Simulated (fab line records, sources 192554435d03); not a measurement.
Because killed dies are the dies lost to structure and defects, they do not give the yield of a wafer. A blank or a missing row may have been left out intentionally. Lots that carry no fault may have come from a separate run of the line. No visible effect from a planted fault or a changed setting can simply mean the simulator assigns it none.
Split-lot experiment + flow n5 finfet + on a route of 1938 steps: 7 lots, 21 wafers read

## THE SPLIT ITSELF
At N5_GATE_CUT_COAT_27 (time 60 s, resist thk 10 nm), the setting spin rpm was moved away from the recipe's 1500 rpm on 8 of the 21 wafers read, by -9.1% to +11.2%. The other wafers ran this setting at the recipe's value.

## FROM THE SPLIT TO THE READING: what the file shows between them, 3 steps
- N5_GATE_CUT_COAT_07: resist thk 30 nm
- N5_GATE_CUT_EBR_09
- N5_GATE_CUT_DESCUM_18: chemistry O2, time 7 s

## THE READING
etch.depth nm (the simulator's own value, which no gauge read), in nm, at N5_GATE_CUT_ETCH_28 (etches underlayer in N2/H2, target depth 13 nm, time 10.4 s). The file gives no usual value for it. The 13 wafers here that ran the recipe average 10.014 nm, standard deviation 0.024 nm.

| wafer  | tool, chamber at the split | spin rpm as run, rpm | against the recipe | etch.depth nm, nm | against lot-mates on the recipe |
|--------|----------------------------|----------------------|--------------------|-------------------|---------------------------------|
| L074.1 | litho track-01, 0          | 1500                 | recipe             | 9.978             | -                               |
| L074.4 | litho track-01, 0          | 1363                 | -9.1%              | 10.48             | +0.502                          |
| L074.5 | litho track-01, 0          | 1363                 | -9.1%              | 10.5              | +0.522                          |
| L080.1 | litho track-01, 0          | 1500                 | recipe             | 10.03             | -                               |
| L080.3 | litho track-01, 0          | 1628                 | +8.5%              | 9.606             | -0.439                          |
| L080.6 | litho track-01, 0          | 1500                 | recipe             | 10.06             | -                               |
| L084.1 | litho track-03, 0          | 1500                 | recipe             | 10.01             | -                               |
| L084.2 | litho track-03, 0          | 1500                 | recipe             | 9.995             | -                               |
| L084.3 | litho track-03, 0          | 1543                 | +2.9%              | 9.882             | -0.120                          |
| L087.2 | litho track-02, 0          | 1500                 | recipe             | 10.02             | -                               |
| L087.3 | litho track-02, 0          | 1366                 | -8.9%              | 10.55             | +0.520                          |
| L087.6 | litho track-02, 0          | 1500                 | recipe             | 10.04             | -                               |
| L091.1 | litho track-03, 0          | 1668                 | +11.2%             | 9.472             | -0.501                          |
| L091.4 | litho track-03, 0          | 1668                 | +11.2%             | 9.413             | -0.560                          |
| L091.5 | litho track-03, 0          | 1500                 | recipe             | 9.973             | -                               |
| L094.1 | litho track-01, 0          | 1500                 | recipe             | 10.04             | -                               |
| L094.3 | litho track-01, 0          | 1419                 | -5.4%              | 10.29             | +0.265                          |
| L094.5 | litho track-01, 0          | 1500                 | recipe             | 10.01             | -                               |
| L095.3 | litho track-02, 0          | 1500                 | recipe             | 10.02             | -                               |
| L095.4 | litho track-02, 0          | 1500                 | recipe             | 9.999             | -                               |
| L095.6 | litho track-02, 0          | 1500                 | recipe             | 10.01             | -                               |

FIT RESULTS
A straight line over all 21 wafers: etch.depth nm changes by -0.0521 nm for each +1% of spin rpm; r = -1.00; the points scatter about the line by 0.028 nm.
The same after taking each lot's own level away (the mean of its wafers on the recipe; 21 wafers): -0.0517 nm for each +1%; r = -1.00; scatter 0.026 nm.
That fit puts the effect of the largest move of spin rpm on the reading at 0.58 nm.
Measured against the standard deviation above, the lots' own levels, which go from 9.9730 to 10.0450 nm, span 3.0 times it.
Hence the lot-to-lot level has little effect on the slope; both slopes agree.
Check: -0.589 nm against its lot-mates is what the line predicts for one of the wafers moved furthest among these (+11.2%) when that wafer is left out of the fit. It came out at -0.501 nm against them.

## FURTHER SPLITS ON THESE WAFERS
Other splits were also applied to these wafers ahead of the reading. Each is held against what the fit with the lots' levels taken away leaves over:
| other split on the same wafers | wafers away from the commonest value | r with etch.depth nm (lot level and that fit taken away) |
|--------------------------------|--------------------------------------|----------------------------------------------------------|
| N5_SDB_COAT_05 spin rpm        | 8                                    | -0.32                                                    |
| N5_HKMG_FIN_ETCH_55 time s     | 7                                    | +0.20                                                    |

## THE WHOLE CHAIN: every reading that the file lists as answering this split, in the file's order
| step                | what it does                                                | reading                                                                                | change (the file's fit)                | r (the file's) |
|---------------------|-------------------------------------------------------------|----------------------------------------------------------------------------------------|----------------------------------------|----------------|
| N5_GATE_CUT_COAT_27 | time 60 s, resist thk 10 nm                                 | underlayer_of_GATE_CUT_COAT_27.thk nm (the simulator's own value, which no gauge read) | -0.0544 nm for each +1% of the setting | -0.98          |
| N5_GATE_CUT_ETCH_28 | etches underlayer in N2/H2, target depth 13 nm, time 10.4 s | CAR-EUV_of_GATE_CUT_COAT_07.thk nm (the simulator's own value, which no gauge read)    | +0.0633 nm for each +1% of the setting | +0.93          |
| N5_GATE_CUT_ETCH_28 | etches underlayer in N2/H2, target depth 13 nm, time 10.4 s | etch.depth nm (the simulator's own value, which no gauge read)                         | -0.0522 nm for each +1% of the setting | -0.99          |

## FILE'S OWN FIT
etch.depth nm changes by -0.0522 nm for each +1% of spin rpm, r = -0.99.
